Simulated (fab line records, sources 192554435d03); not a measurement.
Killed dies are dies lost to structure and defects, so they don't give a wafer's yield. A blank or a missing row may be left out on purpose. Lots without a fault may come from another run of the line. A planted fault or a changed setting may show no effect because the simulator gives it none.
Split-lot experiment | flow n5_finfet | 7 lots, 21 wafers read, on a route of 1938 steps

THE SPLIT
At N5_BEOL_M15_PEB_26 (peb time 90 s), the setting peb_time_s was moved away from the recipe's 90 s on 6 of the 21 wafers read, by -9.0% to +18.7%. The other wafers ran this setting at the recipe's value.

FROM THE SPLIT TO THE READING: what the file shows between them, 2 steps
- N5_BEOL_M15_DEVELOP_27: develop time 45 s
- N5_BEOL_M15_HARDBAKE_32: time 120 s

THE READING
cd_nm, in nm, at N5_BEOL_M15_CD_MEAS_28 (target cd 407.6 nm). Fault-free wafers of this fab line usually give 406.9 nm, standard deviation 1.9 nm.

wafer  | tool, chamber at the split | peb_time_s as run, s | against the recipe | cd_nm, nm | against lot-mates on the recipe
L074.1 | litho_track-05, 0          | 106.8                | +18.7%             | 411.0     | +5.6
L074.4 | litho_track-05, 0          | 90                   | recipe             | 405.7     | -
L074.6 | litho_track-05, 0          | 90                   | recipe             | 405.1     | -
L075.1 | litho_track-05, 0          | 84.53                | -6.1%              | 401.4     | -1.9
L075.3 | litho_track-05, 0          | 90                   | recipe             | 403.3     | -
L075.6 | litho_track-05, 0          | 84.53                | -6.1%              | 400.4     | -2.9
L077.4 | litho_track-01, 0          | 101.6                | +12.9%             | 412.1     | +3.5
L077.5 | litho_track-01, 0          | 90                   | recipe             | 408.6     | -
L077.6 | litho_track-01, 0          | 101.6                | +12.9%             | 412.6     | +4.0
L079.3 | litho_track-02, 0          | 90                   | recipe             | 406.8     | -
L079.4 | litho_track-02, 0          | 90                   | recipe             | 408.4     | -
L079.5 | litho_track-02, 0          | 90                   | recipe             | 406.3     | -
L084.1 | litho_track-02, 0          | 90                   | recipe             | 408.7     | -
L084.4 | litho_track-02, 0          | 90                   | recipe             | 409.1     | -
L084.6 | litho_track-02, 0          | 90                   | recipe             | 410.6     | -
L089.3 | litho_track-02, 0          | 90                   | recipe             | 405.8     | -
L089.4 | litho_track-02, 0          | 90                   | recipe             | 408.1     | -
L089.5 | litho_track-02, 0          | 81.9                 | -9.0%              | 404.4     | -2.6
L091.1 | litho_track-01, 0          | 90                   | recipe             | 404.7     | -
L091.2 | litho_track-01, 0          | 90                   | recipe             | 404.6     | -
L091.6 | litho_track-01, 0          | 90                   | recipe             | 406.3     | -

THE FIT
A straight line over all 21 wafers: cd_nm changes by +0.387 nm for each +1% of peb_time_s; r = +0.75; the points scatter about the line by 2.2 nm.
The same after taking each lot's own level away (the mean of its wafers on the recipe; 21 wafers): +0.305 nm for each +1%; r = +0.94; scatter 0.74 nm.
On that fit, the largest move of peb_time_s shifts the reading by 5.7 nm.
The lots' own levels span 403.30 to 409.47 nm, that is 3.2 times the standard deviation above.
So the lot-to-lot level blurs the effect unless lot-mates are compared.
Check: with one of the wafers moved furthest among these (+18.7%) left out of the fit, the line predicts +5.65 nm for it against its lot-mates. It came out at +5.6 nm against them.

OTHER SPLITS ON THESE WAFERS
These wafers also went through other splits before the reading. Each is held against what the fit with the lots' levels taken away leaves over:
other split on the same wafers    | wafers away from the commonest value | r with cd_nm (lot level and that fit taken away)
N5_BEOL_M13_DESCUM_33 time_s      | 9                                    | -0.20
N5_BEOL_M14_PEB_26 peb_temp_c     | 8                                    | -0.04
N5_BEOL_M14_TRENCH_ETCH_34 bias_w | 11                                   | -0.23

THE WHOLE CHAIN: every reading that the file lists as answering this split, in the file's order
step                   | what it does                                                            | reading                                                         | change (the file's fit)               | r (the file's)
N5_BEOL_M15_CD_MEAS_28 | target cd 407.6 nm                                                      | cd_nm                                                           | +0.3 nm for each +1% of the setting   | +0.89
N5_BEOL_M15_DESCUM_33  | chemistry O2, time 7.9 s                                                | BEOL_M15.cd_nm (the simulator's own value, which no gauge read) | +0.296 nm for each +1% of the setting | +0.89
N5_BEOL_M15_ETCH_61    | etches BARC in N2/H2, target depth 89 nm, overetch 26.7 nm, time 67.9 s | BEOL_M15.cd_nm (the simulator's own value, which no gauge read) | +0.34 nm for each +1% of the setting  | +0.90

THE FILE'S OWN FIT
cd_nm changes by +0.3 nm for each +1% of peb_time_s, r = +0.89.
